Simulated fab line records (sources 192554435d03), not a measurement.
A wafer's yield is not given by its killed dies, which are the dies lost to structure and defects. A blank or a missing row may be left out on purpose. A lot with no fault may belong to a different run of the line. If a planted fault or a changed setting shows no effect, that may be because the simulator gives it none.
fab line records -- flow n5-finfet
record lots=4, wafers=12, last-day=19
route steps=1938 shown BEOL_M8@1350 PASSIVATION@1936
lots that met no fault: taken from a fault-free run of the same line
start-h: the number of hours between the record's first day and the start of the first shown wafer of the lot -- wait-h: hours elapsed since this lot's preceding step -- " the same as in the row above -- L1.1+2: several wafers, shown together as one row -- - no value, or no start was given -- * or withheld: withheld -- < > ~ a bound
route shown NAME@n: NAME is a module with steps in the file, n the number in the route of the first one -- usual: average and standard deviation across the fault-free wafers -- same: alike in all rows -- chamber/n: place in a boat -- sites: per-site readings -- _std_site: how widely they spread, as a standard deviation -- _edge_site: outer sites' mean less inner sites' -- radius-mm: how far each site lies from the wafer's centre -- mask NAME#n: copy n -- behind: the most recent tool/chamber to have shaped the wafer -- hold: reason for holding the lot/hours on hold/outcome of the hold -- device: the n, p or np transistor that did not switch -- end of line: tests of these same wafers at the route's end -- a step given without rows: its recipe and nothing more -- killed: dies that structure and defects cost at the first sort, which is not the same as the wafer's yield -- map: shows each die of a wafer: x if killed, . if not, _ if none is there
set.NAME: the setting as run; set.NAME@STEP: as run at that earlier step -- model.NAME: the simulator's own value behind a step, which no gauge read
lots seen at some steps along the route; tables by step, rows by wafer
services: the hour from which a tool's chamber was out of use, counted from the record's first day as start-h (under 0 if before that day), plus the number of hours and why
## steps
# step N5_BEOL_M8_ETCH_62
# recipe chemistry=N2/H2, target=SOC, target-depth-a=1100, overetch-a=220, mask-material=SiARC, temp-c=40, time-s=165, ion-energy-ev=200, pressure-mtorr=30, source-w=840, bias-w=150, n2-flow-sccm=200, h2-flow-sccm=200
# step N5_BEOL_M8_STRIP_68
# recipe chemistry=N2/H2, temp-c=40, n2-flow-sccm=200, h2-flow-sccm=200, rf-frequency-hz=6e+07
# step N5_BEOL_M8_STRIP_67
# recipe chemistry=CF4, resist=SiARC, power-w=300, bias-power-w=75, pressure-mtorr=50, cf4-flow-sccm=150, rf-frequency-hz=6e+07
# step N5_BEOL_M8_HM_OPEN_17
# recipe chemistry=Cl2/BCl3, target-depth-a=200, overetch-a=60, target=TiN, mask-material=SOC, ion-energy-ev=150, pressure-mtorr=10, icp-w=1000, bias-w=126, Cl2_flow_sccm=53.25, bcl3-flow-sccm=21.75, Ar_flow_sccm=25
# step N5_BEOL_M8_STRIP_19
# recipe chemistry=O2, power-w=400, temp-c=40, pressure-mtorr=30, rf-frequency-hz=6e+07, bias-power-w=0, overash-fraction=0.2, o2-flow-sccm=225
# step N5_BEOL_M8_COAT_63
# recipe resist=SOC, temp-c=250, time-s=60, spin-rpm=1500, resist-thk-nm=60
# step N5_BEOL_M8_COAT_64
# recipe resist=SiARC, temp-c=220, time-s=60, spin-rpm=1500, resist-thk-nm=12
# step N5_BEOL_M8_COAT_71
# recipe resist=underlayer, temp-c=205, time-s=60, spin-rpm=1500, resist-thk-nm=5
# step N5_BEOL_M8_COAT_22
# recipe resist=CAR-EUV, spin-rpm=1500, resist-thk-nm=30
# step N5_BEOL_M8_EBR_24
# recipe solvent=PGMEA, ebr-width-mm=1.5
# step N5_BEOL_M8_SOFTBAKE_23
# recipe temp-c=110, time-s=60, resist=CAR-EUV
# step N5_BEOL_M8_EXPOSE_25
# recipe mask-id=V7, na=0.33, source-shape=annular, sigma-inner=0.4, sigma-outer=0.8, polarization=unpolarized, target-cd-nm=40, dose-mj=42.5
# usual exposure-dose-mJ-cm2=42.61/0.2
lot.wafer,tool,chamber,start-h,wait-h,mask,exposure-dose-mJ-cm2
L595.1,euv-scanner-02,0,223.74,-,V7#0,42.40
L595.4,euv-scanner-02,0,223.74,-,V7#0,42.45
L595.6,euv-scanner-02,0,223.74,-,V7#0,42.38
L598.1,euv-scanner-02,0,273.73,-,V7#0,36.82
L598.2,euv-scanner-02,0,273.73,-,V7#0,36.85
L598.6,euv-scanner-02,0,273.73,-,V7#0,36.86
L602.1,euv-scanner-02,0,275.63,-,V7#0,37.96
L602.2,euv-scanner-02,0,275.63,-,V7#0,37.94
L602.3,euv-scanner-02,0,275.63,-,V7#0,37.92
L615.1,euv-scanner-01,0,369.23,-,V7#0,42.74
L615.3,euv-scanner-01,0,369.23,-,V7#0,42.75
L615.5,euv-scanner-01,0,369.23,-,V7#0,42.77
# step N5_BEOL_M8_PEB_26
# recipe peb-temp-c=100, peb-time-s=60, resist=CAR-EUV
# step N5_BEOL_M8_DEVELOP_27
# recipe develop-time-s=30, developer=TMAH, resist=CAR-EUV, rinse-liquid=surfactant-rinse, dry=air-spin, dev-temp-c=23
# step N5_BEOL_M8_CD_MEAS_28
# recipe target-cd-nm=40, landing-energy-ev=500, detector=se-inlens
# usual cd-nm=39.97/0.23
lot.wafer,tool,chamber,start-h,wait-h,cd-nm
L595.1,cd-sem-02,0,223.87,-,40.03
L595.4,cd-sem-02,0,223.87,-,39.99
L595.6,cd-sem-02,0,223.87,-,39.99
L598.1,cd-sem-03,0,273.86,-,36.80
L598.2,cd-sem-03,0,273.86,-,37.07
L598.6,cd-sem-03,0,273.86,-,36.95
L602.1,cd-sem-02,0,275.76,-,37.37
L602.2,cd-sem-02,0,275.76,-,37.50
L602.3,cd-sem-02,0,275.76,-,37.56
L615.1,cd-sem-01,0,369.36,-,39.95
L615.3,cd-sem-01,0,369.36,-,39.89
L615.5,cd-sem-01,0,369.36,-,39.92
# step N5_BEOL_M8_DESCUM_33
# recipe chemistry=O2, time-s=7, source-power-w=50, bias-power-w=20, pressure-mtorr=20, rf-frequency-hz=2.712e+07, temp-c=40, resist=CAR-EUV, o2-flow-sccm=225
# usual drypump-motor-current-A=5.48/0.27, oes-product-au=0.81/0.097, rf-vpp-V=243.2/1.5, showerhead-plenum-p-Torr=2.09/0.081, throttle-valve-pct=20.27/0.24
lot.wafer,tool,chamber,start-h,wait-h,drypump-motor-current-A,oes-product-au,rf-hours-counter-h,rf-vpp-V,showerhead-plenum-p-Torr,throttle-valve-pct,model.BEOL_M8.cd-nm
L595.1,rie-diel-04,3,224.01,0.1,5.21,0.73,192,243.7,2.07,20.33,39.8
L595.4,rie-diel-04,0,224.01,0.1,5.52,0.70,233,243.0,2.07,20.43,39.6
L595.6,rie-diel-04,3,224.01,0.1,5.21,0.72,-,243.8,2.07,20.35,39.8
L598.1,rie-diel-03,2,273.99,0.0,4.90,0.86,50,244.7,2.23,20.53,36.8
L598.2,rie-diel-03,0,273.99,0.0,5.82,0.87,44,243.8,2.13,19.89,37
L598.6,rie-diel-03,1,273.99,0.0,5.84,0.92,-,244.1,2.15,20.39,36.8
L602.1,rie-diel-03,1,275.95,0.1,5.84,0.95,11,244.5,2.15,20.39,37.4
L602.2,rie-diel-03,0,275.95,0.1,5.84,0.88,44,242.4,2.13,19.88,38
L602.3,rie-diel-03,3,275.95,0.1,5.42,0.82,87,242.7,2.14,20.66,37.6
L615.1,rie-diel-01,0,369.84,0.4,5.34,0.93,21,243.9,2.13,20.01,40
L615.3,rie-diel-01,3,369.84,0.4,5.24,0.79,106,242.4,2.00,20.21,39.8
L615.5,rie-diel-01,3,369.84,0.4,5.24,0.79,-,240.6,2.00,20.22,40
# step N5_BEOL_M8_ETCH_72
# recipe chemistry=N2/H2, target=underlayer, target-depth-a=65, mask-material=CAR-EUV, time-s=5.2, ion-energy-ev=200, pressure-mtorr=30, source-w=840, bias-w=150, n2-flow-sccm=200, h2-flow-sccm=200, ends=cleared
# step N5_BEOL_M8_ETCH_65
# recipe chemistry=CF4, target=SiARC, target-depth-a=156, mask-material=CAR-EUV, time-s=26, ion-energy-ev=80, pressure-mtorr=40, source-w=545, bias-w=36, Ar_flow_sccm=100, cf4-flow-sccm=100, ends=cleared
# step N5_BEOL_M8_ETCH_66
# recipe chemistry=N2/H2, target=SOC, target-depth-a=800, overetch-a=160, mask-material=SiARC, temp-c=40, time-s=120, ion-energy-ev=200, pressure-mtorr=30, source-w=840, bias-w=150, n2-flow-sccm=200, h2-flow-sccm=200
# step N5_BEOL_M8_STRIP_69
# recipe chemistry=N2/H2, temp-c=40, n2-flow-sccm=200, h2-flow-sccm=200, rf-frequency-hz=6e+07
# step N5_BEOL_M8_STRIP_73
# recipe chemistry=N2/H2, temp-c=40, n2-flow-sccm=200, h2-flow-sccm=200, rf-frequency-hz=6e+07
# step N5_BEOL_M8_VIA_ETCH_34
# recipe chemistry=C4F6/O2, target=SiCOH_lowk, target-depth-a=1255, mask-material=SOC, taper-deg=4, time-s=50.5, ion-energy-ev=250, pressure-mtorr=30, source-w=345, bias-w=185, Ar_flow_sccm=300, C4F6_flow_sccm=10, O2_flow_sccm=10
# usual drypump-motor-current-A=5.48/0.27, oes_f_703_au=0.81/0.094, oes-product-au=0.81/0.098, rf-vpp-V=658/12, showerhead-plenum-p-Torr=2.85/0.1, throttle-valve-pct=20.74/0.23
lot.wafer,tool,chamber,start-h,wait-h,drypump-motor-current-A,oes_f_703_au,oes-product-au,rf-hours-counter-h,rf-vpp-V,showerhead-plenum-p-Torr,throttle-valve-pct,model.BEOL_M8.cd-nm
L595.1,rie-diel-04,3,224.19,0.0,5.24,0.73,0.72,192,662,2.81,20.78,39.6
L595.4,rie-diel-04,0,224.19,0.0,5.51,0.70,0.71,233,650,2.82,20.87,39.6
L595.6,rie-diel-04,3,224.19,0.0,5.22,0.73,0.73,-,664,2.81,20.75,39.8
L598.1,rie-diel-03,2,274.17,0.0,4.92,0.91,0.87,50,649,3.03,21.03,36.8
L598.2,rie-diel-03,0,274.17,0.0,5.85,0.82,0.86,44,664,2.89,20.38,36.8
L598.6,rie-diel-03,1,274.17,0.0,5.85,0.96,0.95,-,656,2.94,20.96,36.8
L602.1,rie-diel-03,1,276.13,0.0,5.83,0.97,0.94,11,657,2.94,20.97,37.2
L602.2,rie-diel-03,0,276.13,0.0,5.82,0.82,0.87,44,663,2.89,20.38,38
L602.3,rie-diel-03,3,276.13,0.0,5.43,0.83,0.81,87,634,2.85,20.81,38.2
L615.1,rie-diel-01,0,370.02,0.0,5.32,0.88,0.91,21,664,2.90,20.52,40
L615.3,rie-diel-01,3,370.02,0.0,5.25,0.80,0.79,106,645,2.73,20.66,39.6
L615.5,rie-diel-01,3,370.02,0.0,5.24,0.80,0.79,-,645,2.73,20.69,39.6
# step N5_BEOL_M8_STRIP_76
# recipe chemistry=C4F6/O2, resist=SiARC, rf-frequency-hz=6e+07
# step N5_PASSIVATION_PROBE_49
# usual defect-limited-yield=91.3/1.4, killed_at_M0_to_M3=33/11, killed_at_M4_up=15/6.2, killed-at-contacts=13/6.5, killed-at-front-end=38/11, killed-at-other=3.4/2.6, killed-dies=102/17, killed-open=67/12, killed-short=34/7.9, sort_bin_5_function=5.1/0.88, sort_bin_6_memory=3.3/0.65, sort-n-pass=1078/17, sort-yield-pct=91.3/1.4
# same gross-dies=1180, killed-at-back-side=0, sort_bin_4_leakage[%]=0, sort_bin_8_speed[%]=0
lot.wafer,tool,chamber,start-h,wait-h,defect-limited-yield[%],killed_at_M0_to_M3,killed_at_M4_up,killed-at-contacts,killed-at-front-end,killed-at-other,killed-dies,killed-open,killed-short,sort_bin_5_function[%],sort_bin_6_memory[%],sort-n-pass,sort-yield-pct[%]
L595.1,prober-02,-,294.95,0.0,92.0,26,11,33,24,0,94,69,24,5.3,2.6,1086,92.0
L595.4,prober-02,-,295.10,0.2,88.6,36,12,20,62,5,135,89,42,6.5,4.2,1045,88.6
L595.6,prober-02,-,295.20,0.3,91.4,27,16,17,36,6,102,61,36,4.7,3.2,1078,91.4
L598.1,prober-01,-,346.02,0.0,90.3,34,14,18,48,0,114,69,39,5.6,3.5,1066,90.3
L598.6,prober-01,-,346.27,0.3,92.4,29,11,15,30,5,90,62,27,4.2,2.9,1090,92.4
L602.1,prober-02,-,351.36,0.0,90.2,45,20,16,34,1,116,79,37,6.1,3.5,1064,90.2
L602.2,prober-02,-,351.41,0.1,92.3,31,17,5,37,1,91,56,34,4.7,2.7,1089,92.3
L602.3,prober-02,-,351.46,0.1,92.9,27,13,10,34,0,84,55,29,3.6,3.3,1096,92.9
# killed by level:class
L595.1 MOL_CONTACT_COAG:geometric-particle:open=26 MOL_CONTACT_COAG:geometric-particle:short=7 BEOL_M3:geometric-particle:open=6 STI_FIN_REVEAL:geometric-particle:open=5 BEOL_M0_SAQP:geometric-particle:short=5 BEOL_M2:geometric-particle:open=5 FIN_SAQP:geometric-particle:open=3 DUMMY_GATE:geometric-particle:open=3
L595.4 STI_FIN_REVEAL:geometric-particle:open=16 MOL_CONTACT_COAG:geometric-particle:open=16 FIN_SAQP:geometric-particle:open=13 FIN_SAQP:geometric-particle:short=10 BEOL_M0_SAQP:geometric-particle:short=10 BEOL_M0_SAQP:geometric-particle:open=9 BEOL_M1:geometric-particle:open=7 DUMMY_GATE:geometric-particle:open=5
L595.6 MOL_CONTACT_COAG:geometric-particle:open=12 BEOL_M2:geometric-particle:open=10 FIN_SAQP:geometric-particle:open=5 STI_FIN_REVEAL:geometric-particle:open=5 MOL_CONTACT_COAG:geometric-particle:short=5 BEOL_M4:geometric-particle:short=5 FIN_SAQP:geometric-particle:short=4 STI_FIN_REVEAL:geometric-particle:short=4
L598.1 MOL_CONTACT_COAG:geometric-particle:open=13 STI_FIN_REVEAL:geometric-particle:open=12 BEOL_M2:geometric-particle:open=10 FIN_SAQP:geometric-particle:open=8 BEOL_M0_SAQP:geometric-particle:short=6 GATE_CUT:geometric-particle:short=5 MOL_CONTACT_COAG:geometric-particle:short=5 BEOL_M2:geometric-particle:short=5
L598.6 MOL_CONTACT_COAG:geometric-particle:open=12 BEOL_M2:geometric-particle:open=11 STI_FIN_REVEAL:geometric-particle:open=5 DUMMY_GATE:geometric-particle:open=5 GATE_CUT:geometric-particle:short=5 FIN_SAQP:geometric-particle:open=4 BEOL_M0_SAQP:geometric-particle:short=4 BEOL_M1:geometric-particle:open=4
L602.1 MOL_CONTACT_COAG:geometric-particle:open=16 BEOL_M0_SAQP:geometric-particle:short=14 BEOL_M4:geometric-particle:open=12 BEOL_M0_SAQP:geometric-particle:open=11 BEOL_M3:geometric-particle:open=8 FIN_SAQP:geometric-particle:open=6 STI_FIN_REVEAL:geometric-particle:open=6 ILD0:geometric-particle:short=6
L602.2 FIN_SAQP:geometric-particle:open=12 BEOL_M0_SAQP:geometric-particle:short=10 FIN_SAQP:geometric-particle:short=8 BEOL_M0_SAQP:geometric-particle:open=8 BEOL_M4:geometric-particle:open=7 BEOL_M3:geometric-particle:open=6 ILD0:geometric-particle:open=4 MOL_CONTACT_COAG:geometric-particle:open=4
L602.3 BEOL_M0_SAQP:geometric-particle:short=10 BEOL_M4:geometric-particle:open=9 MOL_CONTACT_COAG:geometric-particle:open=8 STI_FIN_REVEAL:geometric-particle:open=7 BEOL_M3:geometric-particle:open=6 FIN_SAQP:geometric-particle:open=5 ILD0:geometric-particle:open=5 FIN_SAQP:geometric-particle:short=4
## services
tool,chamber,start-h,hours,kind
rie-diel-03,1,218.97,-,clean
rie-diel-03,1,218.97,-,consumable-replace:focus-ring
rie-diel-03,1,218.97,17.2,scheduled-down
rie-diel-03,1,218.97,17.2,vent-cycle
euv-scanner-01,-,220.93,1.0,pm
rie-diel-04,1,232.60,8.5,repair
euv-scanner-01,-,233.55,4.6,pm
rie-diel-01,3,236.72,4.0,repair
euv-scanner-02,-,252.97,1.0,pm
rie-diel-01,1,259.55,-,clean
rie-diel-01,1,259.55,-,consumable-replace:focus-ring
rie-diel-04,2,262.52,29.1,repair
euv-scanner-01,-,267.98,0.5,repair
euv-scanner-02,-,268.92,0.3,repair
euv-scanner-01,-,277.08,1.0,pm
rie-diel-03,0,285.15,18.7,repair
euv-scanner-02,-,309.12,1.0,pm
euv-scanner-01,-,333.26,1.0,pm
euv-scanner-02,-,340.76,4.6,pm
euv-scanner-02,0,347.23,-,calibration
euv-scanner-02,-,347.27,0.9,repair
euv-scanner-02,-,357.92,12.0,pm
rie-diel-03,2,360.21,3.0,repair
euv-scanner-02,-,369.92,1.0,pm
## key
first-sign step=N5_BEOL_M8_EXPOSE_25, reading=exposure-dose-mJ-cm2, direction=down, sigmas=26, usual=42.61, struck=37.39
effect step=N5_BEOL_M8_CD_MEAS_28, reading=cd-nm, direction=down, sigmas=12, usual=39.97, struck=37.21, through=control-loop
model-effect step=N5_BEOL_M8_DESCUM_33, value=BEOL_M8.cd-nm, without=40.2, struck=37.27
model-effect step=N5_BEOL_M8_VIA_ETCH_34, value=BEOL_M8.cd-nm, without=40.23, struck=37.3
met-at N5_BEOL_M8_EXPOSE_25
struck-wafers L598.1,L598.2,L598.6,L602.1,L602.2,L602.3
loop-trim step=N5_BEOL_M8_EXPOSE_25, setting=dose, lots=L602
onset-between 223.74 273.73
fault kind=process-parameter-drift, tool=euv-scanner-02, chamber=-, onset-h=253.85, steps=N5_BEOL_M8_EXPOSE_25, channel=dose-mj, offset=-5.5693, shape=step, acts-in=these-recipes-only, stated=42.5
# loop-trim: a control loop set the setting to another value than it would have without faults
